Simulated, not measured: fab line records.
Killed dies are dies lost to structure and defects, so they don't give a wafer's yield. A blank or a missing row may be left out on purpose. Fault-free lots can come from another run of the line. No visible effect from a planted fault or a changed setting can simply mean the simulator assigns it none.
Matching of chambers    flow nand-harc    ald-hk-02 running NHARC_A_STAIRCASE_ALD_420: 4 sister chambers
The step deposits SiO2, target thk 20 nm, pulse time 6 s, ald cycles 200. 4 wafers are shown with their chamber, then 11 later ones without.

WAFERS WITH THEIR CHAMBER
wafer   chamber  heater-power-w (W)
L092.4  0        445
L091.2  1        409
L091.5  3        492
L093.1  2        469

WAFERS WITH NO CHAMBER GIVEN
wafer   heater-power-w (W)
L093.2  493
L093.6  486
L093.3  464
L093.4  408
L093.5  486
L095.1  486
L095.2  410
L095.5  414
L097.1  421
L097.3  485
L097.5  444

WHICH CHAMBER EACH ONE RAN IN
wafer    from the rows above       in truth
L093.2   3                         3
L093.6   can't be placed: 3 or 2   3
L093.3   2                         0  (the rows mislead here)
L093.4   1                         1
L093.5   can't be placed: 3 or 2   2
L095.1   can't be placed: 3 or 2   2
L095.2   1                         1
L095.5   1                         1
L097.1   1                         1
L097.3   can't be placed: 3 or 2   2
L097.5   0                         0
Placed correctly: 6 of 11. Unplaceable from these rows: 4, with the true chamber sitting among the candidates in 4. Wrongly placed: 1.
How it was worked out, from the rows above alone: a wafer's distance from a chamber is the root of the sum, over the readings, of the square of ((its reading less the chamber's mean) divided by the reading's scatter). If the next closest chamber is less than 2 further off than the closest, the wafer can't be placed; otherwise it belongs to the closest. A chamber's mean is the mean of its shown wafers. The scatter: root of mean squared gap, hidden wafer to nearest shown wafer, with one shown wafer a chamber.
